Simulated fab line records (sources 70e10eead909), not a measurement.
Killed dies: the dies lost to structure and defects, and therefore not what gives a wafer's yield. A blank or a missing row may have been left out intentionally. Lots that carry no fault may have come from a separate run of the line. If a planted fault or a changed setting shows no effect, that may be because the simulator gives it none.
A lot that was struck, set against a sound lot / flow nand_harc / 14 steps out of a route of 1302
Sound: these wafers, L647.3, L647.4, L647.5. Wafers struck: L640.3, L640.4. Last of all comes the cause.
Per side, at each step with rows, come the tool, then ch with its chambers, and then its first start. Under that, the readings that differ: sound wafers / struck wafers / difference of the means / sigmas: that difference in standard deviations of wafers without a fault.
alike: same words and numbers on both sides, and readings whose means sit less than 2 such deviations apart. not compared: any withheld reading, any reading some wafer has no value for, any bound like >300 that may hide the same value, and any number with overlapping values for which the record gives no deviation.
A row with sigmas, a row that says differs or no value, or rows on one side alone: a step with any of these is where the two part. Non-overlapping numbers with no deviation appear without sigmas and do not part them. A reading that every wafer of one side lacks parts them only if that side has two wafers or more.

NHARC_A_ZERO_WELL_INSPECT_17:
  sound: defect_inspect-01 at day 15 04:07; struck: defect_inspect-02 at day 12 04:47
  alike: raw_defect_count
then, 3 steps without rows for these wafers: NHARC_A_SOURCE_PLATE_PRECLEAN_00 (cleans in HF-LAST, time 60 s); NHARC_A_SOURCE_PLATE_SRD_01; NHARC_A_SOURCE_PLATE_OXIDE_02 (material SiO2, target thk 10 nm, ox time 1362 s).
NHARC_A_SOURCE_PLATE_THK_MEAS_09: measures by ellipsometry.
  sound: film_metro-02 at day 15 11:19; struck: film_metro-01 at day 12 11:32
  alike: thk_nm
then, 3 steps without rows for these wafers: NHARC_A_SOURCE_PLATE_PVD_04 (deposits WSi2, target thk 50 nm); NHARC_A_SOURCE_PLATE_CVD_03 (deposits poly-Si, target thk 200 nm, time 4000 s); NHARC_A_SOURCE_PLATE_ANNEAL_05 (time 1800 s).
NHARC_A_SOURCE_PLATE_THK_MEAS_06: measures by ellipsometry.
  sound: film_metro-02 at day 15 23:38; struck: film_metro-02 at day 12 23:59
  alike: thk_nm
NHARC_A_SOURCE_PLATE_INSPECT_08:
  sound: defect_inspect-01 at day 15 23:44; struck: defect_inspect-02 at day 13 00:06
  alike: raw_defect_count
NHARC_A_ONON_D1_DEP_00: target thk 1000 nm.
  sound on pecvd_onon-02 ch 0, day 15 23:55; struck on pecvd_onon-02 ch 0, day 13 00:17
NHARC_A_ONON_D1_THK_MEAS_02: measures by ellipsometry.
  sound: film_metro-01 at day 16 00:19; struck: film_metro-02 at day 13 00:40
reading=thk_nm (nm); sound=998 998 1000; struck=1252 1253; difference=+254; sigmas=+37
after that, 1 step with no rows for these wafers: NHARC_A_ONON_D1_DEP_03 (target thk 1000 nm).
NHARC_END_SORT_01:
  the record has rows for the sound wafers here (prober-01 ch 0, day 32 10:02) and none for the struck ones

== WHERE THEY PART ==
At NHARC_A_ONON_D1_THK_MEAS_02 first; at NHARC_END_SORT_01 last (within this record only).

WHY: what the simulator had put in
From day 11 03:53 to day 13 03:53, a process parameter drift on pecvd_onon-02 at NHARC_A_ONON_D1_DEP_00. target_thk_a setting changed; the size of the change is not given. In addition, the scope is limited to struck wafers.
